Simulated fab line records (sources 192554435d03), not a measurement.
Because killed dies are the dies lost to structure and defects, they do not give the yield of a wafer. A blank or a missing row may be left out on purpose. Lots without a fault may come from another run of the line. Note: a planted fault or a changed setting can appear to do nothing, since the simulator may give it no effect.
2 desks, one fault || flow n5Finfet || what lay behind the numbers comes last; until then each desk has only its own

THE METROLOGY DESK
What the gauges read for every lot (on any tool): the sampled wafers with a number, averaged. If a lot's mean is further than 4 standard deviations from the usual mean, the lot is out of limits and carries the mark OUT (the distance appears in the brackets).
Columns: A = M15_ILD_THK at N5_BEOL_M15_THK_MEAS_01, usual 1635 nm
{"lot": "L841", "first seen here": "day 12 18:43", "A": 1624}
{"lot": "L844", "first seen here": "day 13 13:12", "A": 1638}
{"lot": "L845", "first seen here": "day 13 23:24", "A": 1651}
{"lot": "L847", "first seen here": "day 14 00:08", "A": 1658}
{"lot": "L846", "first seen here": "day 14 05:42", "A": 1615}
{"lot": "L848", "first seen here": "day 14 08:43", "A": 1654}
{"lot": "L853", "first seen here": "day 16 02:10", "A": 1635}
{"lot": "L858", "first seen here": "day 16 15:37", "A": 1639}
{"lot": "L861", "first seen here": "day 18 09:14", "A": 1607}
{"lot": "L864", "first seen here": "day 18 21:07", "A": 1614}
{"lot": "L863", "first seen here": "day 19 01:22", "A": 1643}
This desk's verdict: no lot among the 11 shows anything out of limits.

FOR THE TOOL OWNER'S DESK: pvdSputter-01
The tool's own readings at N5_BEOL_M14_SPUTTER_43 (material TaN, target thk 15 nm, time 24.19 s): means of the sampled wafers that have a number, for each lot that ran on this tool. If a lot's mean is further than 4 standard deviations from the usual mean, the lot is out of limits and carries the mark OUT (the distance appears in the brackets).
Columns: A = cathodeDcPowerW at N5_BEOL_M14_SPUTTER_43, usual 15000 W; B = throttleValvePct at N5_BEOL_M14_SPUTTER_43, usual 30.0 %
{"lot": "L845", "first seen here": "day 13 21:47", "A": 15000, "B": 30.2}
{"lot": "L847", "first seen here": "day 13 22:24", "A": 15000, "B": 29.1}
{"lot": "L846", "first seen here": "day 14 04:12", "A": 14999, "B": 30.1}
{"lot": "L853", "first seen here": "day 16 00:40", "A": "15473 (+99 or more) OUT", "B": 29.3}
This desk's finding: out of limits on L853; first on L853, day 16 00:40 (cathodeDcPowerW at N5_BEOL_M14_SPUTTER_43). In limits: L845, L847, L846.

PUT TOGETHER
The tool owner's desk could have raised an alarm at day 16 00:40, on L853.
At the metrology desk, nothing out of limits was observed.
The metrology desk holds a record of L853, inside its limits.
On pvdSputter-01, each named lot ran N5_BEOL_M14_SPUTTER_43.

WHAT HAD BEEN PUT IN BY THE SIMULATOR
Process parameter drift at N5_BEOL_M14_SPUTTER_43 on pvdSputter-01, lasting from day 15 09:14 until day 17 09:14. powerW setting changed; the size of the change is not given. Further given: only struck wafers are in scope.
Lots struck among those shown: L853.
Delay in hours, fault start to first out-of-limits reading, by desk: the tool owner's desk at 15.
